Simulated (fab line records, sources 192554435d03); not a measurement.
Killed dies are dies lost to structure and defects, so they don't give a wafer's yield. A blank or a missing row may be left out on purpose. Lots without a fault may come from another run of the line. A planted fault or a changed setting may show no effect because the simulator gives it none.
fab line records | flow n5_finfet | part 1 of 2: steps 1 to 3 of 6
record lots=21 wafers=63 last_day=19
route steps=1938 shown GATE_CUT@466
lots that met no fault: from a run of the same line without faults
start_h: hours from the record's first day to the start of the lot's first wafer shown | wait_h: hours since the lot's step before | " the same as in the row above | L1.1+2: a row that stands for several wafers | - no value, or no start given | * or withheld: withheld | < > ~ a bound
route shown NAME@n: a module of which the file shows steps, and the number in the route of the first | usual: mean/standard deviation of fault-free wafers | same: alike in all rows | chamber/n: place in a boat | sites: the reading at each site | _std_site: their standard deviation | _edge_site: outer sites' mean less inner sites' | radius_mm: how far each site lies from the wafer's centre | mask NAME#n: copy n | behind: the tool/chamber that last shaped the wafer | hold: why the lot was held/for how many hours/how that ended | device: the transistor (n, p or np) that didn't switch | end of line: the same wafers' tests at the end of the route | a step without rows: its recipe alone | killed: dies lost to structure and defects at the first sort, not the wafer's yield | map: a wafer's dies, x killed, . not, _ none there
set.NAME: the setting as run; set.NAME@STEP: as run at that earlier step | model.NAME: the simulator's own value behind a step, which no gauge read
steps of the route over a sample of lots; a table a step, a row a wafer
services: from which hour (start_h, from the record's first day; less than 0 if before it) a tool's chamber was out of use, for how many hours, and why
## steps
# step N5_GATE_CUT_ETCH_56
# recipe chemistry=Cl2/Ar target=TiN target_depth_a=216 pressure_mtorr=10 icp_w=600 bias_w=60 Cl2_flow_sccm=40 Ar_flow_sccm=60
# usual bias_w=60.02/0.17 chamber_pressure_mTorr=10.001/0.0085 drypump_motor_current_A=5.2/0.37 he_backside_leak_sccm=3.29/0.22 oes_product_au=0.74/0.15 throttle_valve_pct=21.0/0.38
# columns lot.wafer tool chamber start_h wait_h bias_w chamber_pressure_mTorr drypump_motor_current_A he_backside_leak_sccm oes_product_au rf_hours_counter_h throttle_valve_pct
L074.1 rie_metal-01 0 82.78 0.1 59.63 10.007 4.8 3.42 0.59 116 21.3
L074.3 " 0 " " 59.66 10.006 4.8 3.28 0.59 - 21.3
L074.6 " 0 " " 59.87 10.001 4.8 3.34 0.60 - 21.3
L075.2 rie_metal-03 0 93.91 0.1 60.11 10.002 5.0 3.35 0.97 2 20.5
L075.4 " 0 " " 60.00 9.992 5.0 3.38 0.98 - 20.5
L075.6 " 1 " " 59.81 10.002 5.4 3.16 0.85 - 20.8
L076.1 rie_metal-01 1 93.94 0.1 59.91 10.005 5.6 3.43 0.62 117 21.3
L076.4 " 0 " " 60.24 9.996 4.8 3.11 0.58 - 21.3
L076.5 " 0 " " 59.84 10.006 4.8 3.18 0.58 - 21.3
L077.1 rie_metal-03 1 98.64 0.1 60.16 9.996 5.4 3.32 0.85 21 20.8
L077.4 " 0 " " 59.60 10.003 5.0 3.44 0.97 - 20.5
L077.5 " 0 " " 60.04 10.002 5.0 3.26 0.98 - 20.5
L078.1 rie_metal-03 0 106.30 0.1 60.17 10.014 5.0 3.20 0.96 3 20.5
L078.3 " 0 " " 60.38 10.000 5.0 3.34 0.96 - 20.5
L078.4 " 1 " " 59.99 9.987 5.3 3.25 0.84 - 20.8
L079.1 rie_metal-01 1 115.27 0.1 59.99 9.994 5.6 3.16 0.62 120 21.3
L079.4 " 0 " " 59.79 10.006 4.8 3.26 0.58 - 21.3
L079.6 " 0 " " 59.94 10.017 4.8 3.31 0.58 - 21.3
L080.1 rie_metal-02 0 119.82 0.1 60.34 10.002 5.9 3.12 0.80 26 20.3
L080.4 " 1 " " 60.05 10.020 5.1 3.24 0.93 - 20.8
L080.6 " 0 " " 60.11 10.000 5.9 3.13 0.80 - 20.3
L081.1 rie_metal-03 0 126.30 0.1 59.90 10.003 5.0 3.40 0.95 5 20.5
L081.3 " 0 " " 60.20 10.009 5.0 3.26 0.94 - 20.5
L081.4 " 1 " " 60.05 9.989 5.4 3.23 0.86 - 20.8
L082.3 rie_metal-02 0 136.42 0.1 60.09 10.009 5.9 3.19 0.80 - 20.3
L082.4 " 1 " " 60.12 10.003 5.1 3.21 0.92 - 20.8
L082.6 " 1 " " 60.01 10.019 5.1 3.20 0.93 - 20.8
L083.2 rie_metal-03 1 138.08 0.1 60.01 9.989 5.4 3.34 0.84 24 20.8
L083.4 " 1 " " 60.12 10.005 5.4 3.14 0.84 - 20.8
L083.6 " 1 " " 60.25 9.993 5.4 3.27 0.84 - 20.8
L084.1 rie_metal-01 0 145.19 0.1 59.92 10.011 4.8 3.19 0.58 121 21.3
L084.4 " 0 " " 59.96 10.010 4.8 3.31 0.58 - 21.3
L084.6 " 0 " " 59.78 10.009 4.8 5.36 0.58 - 21.3
L085.2 rie_metal-01 0 154.23 0.1 60.17 10.017 4.8 3.08 0.58 122 21.3
L085.3 " 0 " " 60.26 9.990 4.8 3.25 0.58 - 21.3
L085.4 " 1 " " 60.27 10.004 5.6 3.42 0.61 - 21.3
L087.1 rie_metal-01 0 160.92 0.1 60.02 10.003 4.8 3.21 0.58 122 21.3
L087.2 " 1 " " 60.15 10.009 5.6 3.11 0.62 122 21.3
L087.5 " 1 " " 60.17 9.994 5.6 2.84 0.62 - 21.3
L088.1 rie_metal-01 1 168.34 0.1 60.09 9.988 5.5 3.19 0.62 123 21.3
L088.3 " 0 " " 59.96 10.001 4.8 3.21 0.58 - 21.3
L088.6 " 1 " " 59.98 10.014 5.6 3.30 0.62 - 21.3
L090.3 rie_metal-01 0 178.27 0.1 60.25 9.997 4.8 3.39 0.58 - 21.3
L090.4 " 1 " " 60.11 10.002 5.6 3.25 0.63 - 21.3
L090.5 " 0 " " 60.19 9.985 4.8 3.33 0.57 - 21.3
L091.1 rie_metal-03 1 182.21 0.1 60.17 9.994 5.4 3.39 0.83 28 20.8
L091.2 " 0 " " 59.94 10.002 5.0 3.21 0.92 9 20.5
L091.6 " 0 " " 59.86 9.990 5.0 3.30 0.92 - 20.5
L092.1 rie_metal-03 1 190.73 0.1 60.12 10.007 5.4 3.45 0.83 29 20.8
L092.2 " 0 " " 60.11 10.003 5.1 3.35 0.91 10 20.5
L092.6 " 0 " " 59.83 10.009 5.0 3.35 0.90 - 20.5
L093.1 rie_metal-01 0 197.83 0.1 60.44 9.993 4.8 3.30 0.57 125 21.3
L093.4 " 0 " " 60.14 9.997 4.8 3.31 0.58 - 21.3
L093.6 " 0 " " 60.12 9.998 4.8 3.17 0.57 - 21.3
L094.1 rie_metal-01 1 204.34 0.1 60.16 10.010 5.6 3.35 0.62 126 21.3
L094.2 " 0 " " 59.85 10.003 4.8 3.43 0.57 126 21.3
L094.5 " 0 " " 59.70 9.998 4.8 3.14 0.58 - 21.3
L096.2 rie_metal-02 1 219.61 0.1 59.75 9.989 5.1 3.21 0.89 15 20.8
L096.4 " 0 " " 59.92 9.999 5.9 2.99 0.78 - 20.3
L096.5 " 1 " " 59.90 9.999 5.1 3.25 0.90 - 20.8
L097.2 rie_metal-01 0 220.97 0.2 59.88 10.000 4.8 3.21 0.57 - 21.3
L097.3 " 0 " " 59.88 9.996 4.8 3.37 0.57 - 21.3
L097.6 " 0 " " 59.81 10.004 4.8 3.35 0.57 - 21.3
# step N5_GATE_CUT_ETCHBACK_30
# recipe chemistry=Cl2/Ar target=TiN target_depth_a=30 mode=isotropic pressure_mtorr=10 icp_w=600 bias_w=60 Cl2_flow_sccm=40 Ar_flow_sccm=60
# usual bias_w=59.99/0.18 chamber_pressure_mTorr=10.001/0.013 drypump_motor_current_A=5.2/0.37 he_backside_leak_sccm=3.26/0.13 oes_product_au=0.74/0.15 throttle_valve_pct=21.0/0.38
# columns lot.wafer tool chamber start_h wait_h bias_w chamber_pressure_mTorr drypump_motor_current_A he_backside_leak_sccm oes_product_au rf_hours_counter_h throttle_valve_pct
L074.1 rie_metal-01 0 82.87 0.1 60.09 10.009 4.8 3.15 0.58 116 21.3
L074.3 " 0 " " 59.98 10.011 4.8 3.41 0.59 - 21.3
L074.6 " 0 " " 60.10 10.004 4.8 3.34 0.59 - 21.3
L075.2 rie_metal-03 0 94.00 0.1 59.83 10.010 5.0 3.30 0.97 2 20.5
L075.4 " 0 " " 59.79 10.003 5.0 3.21 0.98 - 20.5
L075.6 " 1 " " 60.22 9.998 5.4 3.27 0.86 - 20.8
L076.1 rie_metal-01 1 94.03 0.1 60.06 10.005 5.6 3.25 0.63 117 21.3
L076.4 " 0 " " 60.10 9.990 4.8 3.43 0.58 - 21.3
L076.5 " 0 " " 59.92 10.002 4.8 3.27 0.58 - 21.3
L077.1 rie_metal-03 1 98.73 0.1 59.79 10.002 5.4 3.31 0.84 21 20.8
L077.4 " 0 " " 60.01 10.009 5.0 3.34 0.97 - 20.5
L077.5 " 0 " " 60.23 10.002 5.0 3.34 0.97 - 20.5
L078.1 rie_metal-03 0 106.39 0.1 59.86 9.999 5.0 3.34 0.97 3 20.5
L078.3 " 0 " " 59.91 9.999 5.0 3.41 0.96 - 20.5
L078.4 " 1 " " 60.08 9.992 5.4 3.40 0.85 - 20.8
L079.1 rie_metal-01 1 115.36 0.1 59.66 9.996 5.5 3.29 0.63 120 21.3
L079.4 " 0 " " 59.90 9.999 4.8 3.10 0.58 - 21.3
L079.6 " 0 " " 59.94 10.004 4.8 3.27 0.58 - 21.3
L080.1 rie_metal-02 0 119.91 0.1 60.37 9.991 5.9 3.04 0.80 26 20.3
L080.4 " 1 " " 60.24 10.007 5.1 3.11 0.94 - 20.8
L080.6 " 0 " " 59.93 10.007 5.9 3.07 0.80 - 20.3
L081.1 rie_metal-03 0 126.39 0.1 60.01 10.001 5.0 3.25 0.95 5 20.5
L081.3 " 0 " " 59.67 9.996 5.0 3.26 0.95 - 20.5
L081.4 " 1 " " 60.00 10.002 5.4 3.34 0.84 - 20.8
L082.3 rie_metal-02 0 136.49 0.0 59.80 10.004 5.9 3.21 0.80 - 20.3
L082.4 " 1 " " 59.80 9.994 5.1 3.18 0.92 - 20.8
L082.6 " 1 " " 59.90 10.016 5.1 3.13 0.93 - 20.8
L083.2 rie_metal-03 1 138.17 0.1 59.99 10.012 5.4 3.27 0.85 24 20.8
L083.4 " 1 " " 59.94 10.004 5.4 3.20 0.84 - 20.8
L083.6 " 1 " " 59.85 9.994 5.4 3.33 0.83 - 20.8
L084.1 rie_metal-01 0 145.28 0.1 60.01 10.005 4.8 3.47 0.58 121 21.3
L084.4 " 0 " " 60.08 10.007 4.8 3.23 0.58 - 21.3
L084.6 " 0 " " 59.89 9.996 4.8 3.25 0.58 - 21.3
L085.2 rie_metal-01 0 154.32 0.1 60.08 9.999 4.8 3.17 0.58 122 21.3
L085.3 " 0 " " 60.24 10.013 4.8 3.20 0.58 - 21.3
L085.4 " 1 " " 60.27 9.992 5.6 3.27 0.62 - 21.3
L087.1 rie_metal-01 0 161.01 0.1 60.04 10.006 4.8 3.05 0.57 122 21.3
L087.2 " 1 " " 59.90 10.008 5.6 3.11 0.61 122 21.3
L087.5 " 1 " " 59.91 10.003 5.6 3.19 0.61 - 21.3
L088.1 rie_metal-01 1 168.43 0.1 60.08 10.006 5.6 3.12 0.62 123 21.3
L088.3 " 0 " " 60.20 9.998 4.8 3.26 0.58 - 21.3
L088.6 " 1 " " 60.04 9.995 5.6 3.27 0.63 - 21.3
L090.3 rie_metal-01 0 178.34 0.0 60.24 10.004 4.8 3.28 0.57 - 21.3
L090.4 " 1 " " 59.98 10.012 5.6 3.08 0.62 - 21.3
L090.5 " 0 " " 59.87 10.001 4.8 3.31 0.58 - 21.3
L091.1 rie_metal-03 1 182.30 0.1 59.96 9.996 5.4 3.35 0.82 28 20.8
L091.2 " 0 " " 60.17 10.004 5.0 3.24 0.92 9 20.5
L091.6 " 0 " " 60.19 10.002 5.0 3.23 0.92 - 20.5
L092.1 rie_metal-03 1 190.82 0.1 59.82 9.999 5.3 3.29 0.82 29 20.8
L092.2 " 0 " " 59.72 10.003 5.0 3.35 0.91 10 20.5
L092.6 " 0 " " 59.76 9.991 5.0 3.28 0.90 - 20.5
L093.1 rie_metal-01 0 197.92 0.1 59.87 10.005 4.8 3.32 0.57 125 21.3
L093.4 " 0 " " 59.58 10.000 4.8 3.31 0.58 - 21.3
L093.6 " 0 " " 59.55 9.984 4.8 3.33 0.57 - 21.3
L094.1 rie_metal-01 1 204.43 0.1 60.20 9.996 5.6 3.57 0.61 126 21.3
L094.2 " 0 " " 60.06 9.995 4.8 3.31 0.58 126 21.3
L094.5 " 0 " " 59.83 10.003 4.8 3.12 0.58 - 21.3
L096.2 rie_metal-02 1 219.70 0.1 60.06 9.990 5.1 3.23 0.89 15 20.8
L096.4 " 0 " " 59.97 9.997 5.9 3.09 0.77 - 20.3
L096.5 " 1 " " 59.89 9.995 5.1 3.03 0.89 - 20.8
L097.2 rie_metal-01 0 221.13 0.1 59.98 9.995 4.8 3.36 0.56 - 21.3
L097.3 " 0 " " 60.17 10.007 4.8 3.33 0.57 - 21.3
L097.6 " 0 " " 59.95 9.989 4.8 3.20 0.57 - 21.3
# step N5_GATE_CUT_ETCH_58
# recipe chemistry=CH3F/O2 target=SiNx target_depth_a=170 time_s=128.6 ion_energy_ev=50 pressure_mtorr=30 source_w=415 bias_w=21 Ar_flow_sccm=150 CH3F_flow_sccm=30 O2_flow_sccm=20
# usual bias_w=21.01/0.064 chamber_pressure_mTorr=30.00/0.032 drypump_motor_current_A=5.7/0.47 oes_product_au=0.81/0.098 rf_vpp_V=99.2/1.1 showerhead_plenum_p_Torr=2.01/0.072 throttle_valve_pct=16.37/0.22
# columns lot.wafer tool chamber start_h wait_h bias_w chamber_pressure_mTorr drypump_motor_current_A oes_product_au rf_hours_counter_h rf_vpp_V showerhead_plenum_p_Torr throttle_valve_pct
L074.1 rie_diel-02 2 82.95 0.0 21.01 29.98 5.3 0.85 84 97.6 1.95 16.27
L074.3 " 3 " " 21.03 30.02 5.2 0.97 9 99.4 2.05 16.45
L074.6 " 0 " " 21.03 30.04 6.1 0.72 - 101.1 2.07 16.14
L075.2 rie_diel-05 3 94.08 0.0 21.04 29.96 5.1 0.74 176 99.3 1.99 16.04
L075.4 " 0 " " 20.92 30.02 5.8 0.71 226 98.6 1.98 16.60
L075.6 " 2 " " 21.03 29.97 6.0 0.79 - 100.4 2.10 16.68
L076.1 rie_diel-02 3 94.11 0.0 20.92 30.03 5.2 0.96 12 100.9 2.04 16.44
L076.4 " 0 " " 21.00 30.02 6.1 0.72 - 100.6 2.07 16.16
L076.5 " 2 " " 20.99 29.99 5.3 0.85 - 97.9 1.94 16.29
L077.1 rie_diel-05 3 98.87 0.1 21.05 30.06 5.1 0.74 178 97.4 1.99 16.06
L077.4 " 2 " " 21.01 30.01 6.0 0.79 116 100.6 2.10 16.67
L077.5 " 0 " " 21.05 29.97 5.8 0.71 - 100.6 1.98 16.57
L078.1 rie_diel-05 2 106.78 0.3 20.99 29.97 6.0 0.78 118 100.0 2.10 16.68
L078.3 " 3 " " 20.93 30.04 5.1 0.74 181 99.4 1.99 16.05
L078.4 " 0 " " 21.10 30.03 5.8 0.70 231 97.7 1.98 16.59
L079.1 rie_diel-02 0 115.60 0.2 21.03 29.98 6.1 0.70 229 98.5 2.06 16.18
L079.4 " 1 " " 21.00 29.99 6.6 0.95 5 99.2 2.12 16.03
L079.6 " 3 " " 20.98 29.98 5.2 0.94 - 98.0 2.04 16.47
L080.1 rie_diel-06 2 119.99 0.0 20.99 29.97 6.1 0.67 250 101.6 2.04 16.79
L080.4 " 3 " " 21.03 30.04 6.0 0.72 - 97.8 1.92 16.61
L080.6 " 2 " " 21.12 30.02 6.1 0.67 - 99.2 2.04 16.80
L081.1 rie_diel-02 3 126.59 0.2 21.07 29.98 5.2 0.93 23 99.5 2.04 16.47
L081.3 " 0 " " 21.02 29.99 6.2 0.71 233 101.5 2.06 16.17
L081.4 " 1 " " 21.00 29.98 6.5 0.95 8 98.9 2.12 16.05
L082.3 rie_diel-06 3 136.56 0.0 21.09 29.97 6.0 0.72 186 99.1 1.91 16.61
L082.4 " 1 " " 21.05 30.03 6.5 0.78 162 99.2 1.99 16.63
L082.6 " 0 " " 21.08 30.00 5.2 0.79 - 97.9 1.84 16.49
L083.2 rie_diel-02 3 138.25 0.0 21.00 30.01 5.2 0.93 26 99.3 2.04 16.46
L083.4 " 2 " " 20.96 30.04 5.3 0.82 102 97.1 1.94 16.30
L083.6 " 3 " " 20.95 30.00 5.2 0.93 - 100.3 2.04 16.48
L084.1 rie_diel-05 3 145.36 0.0 20.92 29.93 5.2 0.73 191 98.4 1.98 16.07
L084.4 " 1 " " 21.00 29.96 5.6 0.69 211 98.7 2.07 16.40
L084.6 " 1 " " 20.89 30.01 5.6 0.68 - 101.4 2.07 16.41
L085.2 rie_diel-02 0 154.40 0.0 21.01 30.00 6.1 0.70 240 98.9 2.06 16.19
L085.3 " 3 " " 21.11 29.99 5.2 0.91 30 99.7 2.04 16.49
L085.4 " 2 " " 21.06 29.95 5.3 0.82 107 97.6 1.94 16.32
L087.1 rie_diel-06 0 161.10 0.0 21.10 30.02 5.2 0.78 115 96.6 1.84 16.52
L087.2 " 3 " " 21.02 29.97 6.0 0.72 191 98.3 1.91 16.64
L087.5 " 2 " " 20.93 30.00 6.1 0.96 - 100.7 2.04 16.31
L088.1 rie_diel-06 0 168.51 0.0 20.98 30.03 5.3 0.79 117 98.9 1.84 16.52
L088.3 " 1 " " 21.01 30.00 6.5 0.76 170 100.4 1.99 16.65
L088.6 " 2 " " 21.03 29.97 6.1 0.94 - 98.9 2.04 16.32
L090.3 rie_diel-02 3 178.49 0.1 21.03 29.99 5.2 0.91 36 99.7 2.04 16.50
L090.4 " 2 " " 21.07 29.97 5.3 0.81 112 99.2 1.94 16.33
L090.5 " 2 " " 21.07 30.03 5.3 0.82 - 99.8 1.94 16.32
L091.1 rie_diel-02 3 182.38 0.0 20.95 30.00 5.2 0.91 36 100.8 2.04 16.51
L091.2 " 1 " " 20.93 29.99 6.6 0.90 22 99.9 2.12 16.07
L091.6 " 0 " " 21.04 30.05 6.2 0.70 - 99.8 2.06 16.21
L092.1 rie_diel-02 3 190.93 0.1 21.14 30.01 5.2 0.91 39 97.2 2.04 16.50
L092.2 " 0 " " 21.09 29.96 6.1 0.70 247 97.4 2.06 16.19
L092.6 " 2 " " 20.87 29.97 5.3 0.82 - 98.8 1.93 16.34
L093.1 rie_diel-06 3 198.16 0.2 20.96 29.99 6.0 0.70 203 98.5 1.91 16.64
L093.4 " 0 " " 20.98 30.01 5.2 0.77 - 97.3 1.84 16.53
L093.6 " 2 " " 21.06 30.00 6.1 0.92 - 99.6 2.04 16.33
L094.1 rie_diel-05 1 204.51 0.0 21.03 30.01 5.6 0.68 230 100.1 2.06 16.44
L094.2 " 0 " " 20.99 30.00 5.8 1.01 0 98.7 1.97 16.16
L094.5 " 0 " " 21.03 29.98 5.8 1.01 - 98.8 1.97 16.17
L096.2 rie_diel-05 2 219.79 0.0 21.01 30.05 6.0 0.74 151 99.4 2.08 16.76
L096.4 " 3 " " 21.01 30.02 5.1 0.70 214 99.0 1.98 16.10
L096.5 " 1 " " 21.01 29.99 5.6 0.67 - 99.3 2.06 16.44
L097.2 rie_diel-02 0 221.28 0.1 21.00 30.02 6.1 0.99 0 98.2 2.06 15.72
L097.3 " 3 " " 20.92 30.01 5.3 0.88 53 99.2 2.03 16.53
L097.6 " 1 " " 20.98 29.96 6.6 0.87 - 99.7 2.11 16.09
